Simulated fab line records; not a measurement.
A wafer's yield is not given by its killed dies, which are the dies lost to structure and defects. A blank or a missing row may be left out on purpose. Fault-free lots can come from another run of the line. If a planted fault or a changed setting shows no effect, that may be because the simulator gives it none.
Chamber matching + flow n5_finfet + N5_BEOL_M3_PRE_CLEAN_60 on cvd_co-02: 3 sister chambers
The step time 15 s. 6 wafers are shown with their chamber, then 8 later ones without.

== WAFERS, EACH WITH ITS CHAMBER ==
| wafer  | chamber | heater_power_w (W) |
|--------|---------|--------------------|
| L303.1 | 2       | 59                 |
| L309.3 | 0       | 94                 |
| L309.4 | 0       | 93                 |
| L307.1 | 2       | 60                 |
| L307.5 | 1       | 93                 |
| L310.1 | 1       | 93                 |

== WAFERS WITH NO CHAMBER GIVEN ==
| wafer  | heater_power_w (W) |
|--------|--------------------|
| L310.3 | 59                 |
| L310.4 | 91                 |
| L314.1 | 93                 |
| L314.2 | 59                 |
| L314.4 | 94                 |
| L316.3 | 93                 |
| L316.4 | 59                 |
| L316.5 | 93                 |

== WHICH CHAMBER EACH WENT THROUGH ==
| wafer  | from the rows above     | in truth |
|--------|-------------------------|----------|
| L310.3 | 2                       | 2        |
| L310.4 | can't be placed: 1 or 0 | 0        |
| L314.1 | can't be placed: 1 or 0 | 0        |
| L314.2 | 2                       | 2        |
| L314.4 | can't be placed: 0 or 1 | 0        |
| L316.3 | can't be placed: 1 or 0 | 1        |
| L316.4 | 2                       | 2        |
| L316.5 | can't be placed: 1 or 0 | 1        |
Correctly placed: 3 of 8. Cannot be placed on the basis of these rows: 5; the candidates contain the true chamber in 5. Number placed wrongly: 0.
How it was worked out, from the rows above alone: a wafer's distance from a chamber is the root of the sum, over the readings, of the square of ((its reading less the chamber's mean) divided by the reading's scatter). If the next closest chamber is less than 2 further off than the closest, the wafer can't be placed; otherwise it belongs to the closest. The mean given for a chamber averages the wafers shown for that chamber. How the scatter is found: for the shown wafers, subtract from each reading the mean of its chamber, square and add these, divide the total by (wafers less chambers), then take the root.
